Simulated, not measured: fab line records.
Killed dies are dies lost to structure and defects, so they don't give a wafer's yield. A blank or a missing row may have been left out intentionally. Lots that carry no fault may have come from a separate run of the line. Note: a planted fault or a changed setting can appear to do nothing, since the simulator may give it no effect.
A lot that was struck, set against a sound lot :: flow n5Finfet :: 44 out of 1938 route steps
Sound: these wafers, L253.4, L253.5, L253.6. Struck: wafer L240.3; the same lot's L240.4 was not struck, so it is left out; see the end for the cause.
Each step with rows lists, per side, the tool, then ch with its chambers, then its first start. Under that, the readings that differ: sound wafers :: struck wafers :: difference of the means :: sigmas: that difference in standard deviations of wafers without a fault.
alike: same words and numbers on both sides, and readings whose means sit less than 2 such deviations apart. not compared: any withheld reading, any reading some wafer has no value for, any bound like >300 that may hide the same value, and any number with overlapping values for which the record gives no deviation.
The two part at a step that has a row with sigmas, a row that says differs or no value, or rows on one side only. Non-overlapping numbers with no deviation appear without sigmas and do not part them. Lack of a reading on every wafer of one side parts them only where that side has two or more wafers.

first, 11 steps without rows for these wafers: N5_BEOL_M4_DESCUM_33 (chemistry O2, time 7 s); N5_BEOL_M4_ETCH_77 (etches underlayer in N2/H2, target depth 6.5 nm, time 5.2 s); N5_BEOL_M4_ETCH_69 (etches SiARC in CF4, target depth 15.6 nm, time 26 s); N5_BEOL_M4_ALD_98 (deposits SiO2, target thk 2.5 nm, pulse time 1 s, co reactant pulse time 1 s); N5_BEOL_M4_ETCHBACK_99 (etches SiO2 in CHF3, target depth 5 nm, time 10.4 s); N5_BEOL_M4_ETCH_70 (etches SOC in N2/H2, target depth 80 nm, overetch 24 nm, time 130 s); N5_BEOL_M4_STRIP_71 (strips in N2/H2); N5_BEOL_M4_STRIP_78 (strips in N2/H2); N5_BEOL_M4_VIA_ETCH_34 (etches the open film in C4F6/O2, target depth 69.4 nm, time 65.9 s); N5_BEOL_M4_STRIP_83 (strips in C4F6/O2); N5_BEOL_M4_STRIP_36 (strips in N2/H2).
N5_BEOL_M4_TRENCH_ETCH_37: etches SiOC in C4F6/O2, target depth 55.555 nm, time 29.2 s.
  sound on rieDiel-01 ch 0,1,3, day 13 18:25; struck on rieDiel-05 ch 1, day 10 18:52
reading: runLengthS (s)
sound: 52.4 52.7 53.2
struck: 54.3
difference: +1.5
sigmas: +4

reading: model.etch.depthNm (nm)
sound: 54.92 55.23 56.98
struck: 60.45
difference: +4.74
sigmas: 

reading: model.BEOL_M4.featureDepthNm (nm)
sound: 55 55.2 57
struck: 60.4
difference: +4.7
sigmas: 
  alike: drypumpMotorCurrentA, oes_f_703_au, oesProductAu, rfVppV, showerheadPlenumPTorr, throttleValvePct
  not compared: rfHoursCounterH
then, 2 steps without rows for these wafers: N5_BEOL_M4_ETCH_41 (etches SiCN in CH3F/O2, target depth 29.9 nm, time 52.5 s); N5_BEOL_M4_STRIP_97 (strips in N2/H2, time 10 s).
N5_BEOL_M4_OCD_MEAS_38:
  struck on ocd-01, day 10 19:01; sound on ocd-01, day 13 18:34
reading: trenchDepthNm (nm)
sound: 54.8 55.5 57.0
struck: 60.6
difference: +4.8
sigmas: +5
then, 25 steps without rows for these wafers: N5_BEOL_M4_HM_STRIP_39 (strips TiN in peroxide tin strip, target depth 25 nm, time 158 s); N5_BEOL_M4_SRD_40 (time 30 s); N5_BEOL_M4_PRECLEAN_42 (cleans in residue remover, time 60 s); N5_BEOL_M4_SRD_43 (time 30 s); N5_BEOL_M4_DEGAS_44 (time 60 s); N5_BEOL_M4_PRE_CLEAN_45 (time 30 s); N5_BEOL_M4_ALD_84 (deposits TaN, pulse time 2 s, purge time 3 s, co reactant purge time 2 s); N5_BEOL_M4_SURFACE_TREAT_85; N5_BEOL_M4_CVD_47 (deposits Co from CCTBA/H2, target thk 3 nm, time 223.8 s); N5_BEOL_M4_SPUTTER_48 (material Cu, target thk 4.5 nm, time 8.29 s); N5_BEOL_M4_ANNEAL_49 (time 240 s); N5_BEOL_M4_SPUTTER_79 (material Cu, target thk 4.5 nm, time 8.29 s); N5_BEOL_M4_ANNEAL_80 (time 240 s); N5_BEOL_M4_SPUTTER_81 (material Cu, target thk 4.5 nm, time 8.29 s); N5_BEOL_M4_ANNEAL_82 (time 240 s); N5_BEOL_M4_SPUTTER_86 (material Cu, target thk 4.5 nm, time 8.29 s); N5_BEOL_M4_ANNEAL_87 (time 240 s); N5_BEOL_M4_SPUTTER_88 (material Cu, target thk 4.5 nm, time 8.29 s); N5_BEOL_M4_ANNEAL_89 (time 240 s); N5_BEOL_M4_SPUTTER_90 (material Cu, target thk 4.5 nm, time 8.29 s); N5_BEOL_M4_ANNEAL_91 (time 240 s); N5_BEOL_M4_SPUTTER_92 (material Cu, target thk 4.5 nm, time 8.29 s); N5_BEOL_M4_ANNEAL_93 (time 240 s); N5_BEOL_M4_SPUTTER_94 (material Cu, target thk 4.5 nm, time 8.29 s); N5_BEOL_M4_ANNEAL_95 (time 240 s).
N5_BEOL_M4_CMP_52: polishes, stops on SiOC, t overpolish 6.8 s, target thk 40 nm.
  sound on cmp-04 ch 1,2, day 13 21:44; struck on cmp-04 ch 3, day 10 23:43
reading: model.Cu_of_BEOL_M4_ECD_50.thkNm (nm)
sound: 40.2 39.2 42.4
struck: 45
difference: +4
sigmas: 
  alike: barrierFieldEndpointS, motorCurrentA, overpolishRunS, platenRpm, slurryFlowMlMin, timeToEndpointS
N5_BEOL_M4_THK_MEAS_53: measures by xrf.
  struck on filmMetro-02, day 10 23:56; sound on filmMetro-01, day 13 22:00
reading: M4_THK (nm)
sound: 39.9 38.9 42.1
struck: 44.0
difference: +3.7
sigmas: +2
N5_BEOL_M4_RC_MEAS_101:
  sound on prober-02 ch 0, day 13 22:50; struck on prober-02 ch 0, day 11 00:33
reading: DIBL_N (mV/V)
sound: 34.2 34.4 33.5
struck: 37.1
difference: +3.1
sigmas: +2

reading: SS_P (mV/dec)
sound: 73.1 72.8 72.6
struck: 74.0
difference: +1.2
sigmas: +2
  alike: DIBL_P, IOFF_N, IOFF_P, ION_N, ION_P, SS_N, VT_N, VT_P
following that, these wafers have no rows for 1 step: N5_PASSIVATION_PROBE_49.

## WHERE THEY PART
Last at N5_BEOL_M4_RC_MEAS_101 as far as this record goes, first at N5_BEOL_M4_TRENCH_ETCH_37.

WHY: whatever the simulator had introduced
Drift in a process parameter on rieDiel-05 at N5_BEOL_M4_TRENCH_ETCH_37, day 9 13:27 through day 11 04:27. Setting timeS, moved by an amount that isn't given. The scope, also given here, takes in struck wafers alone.
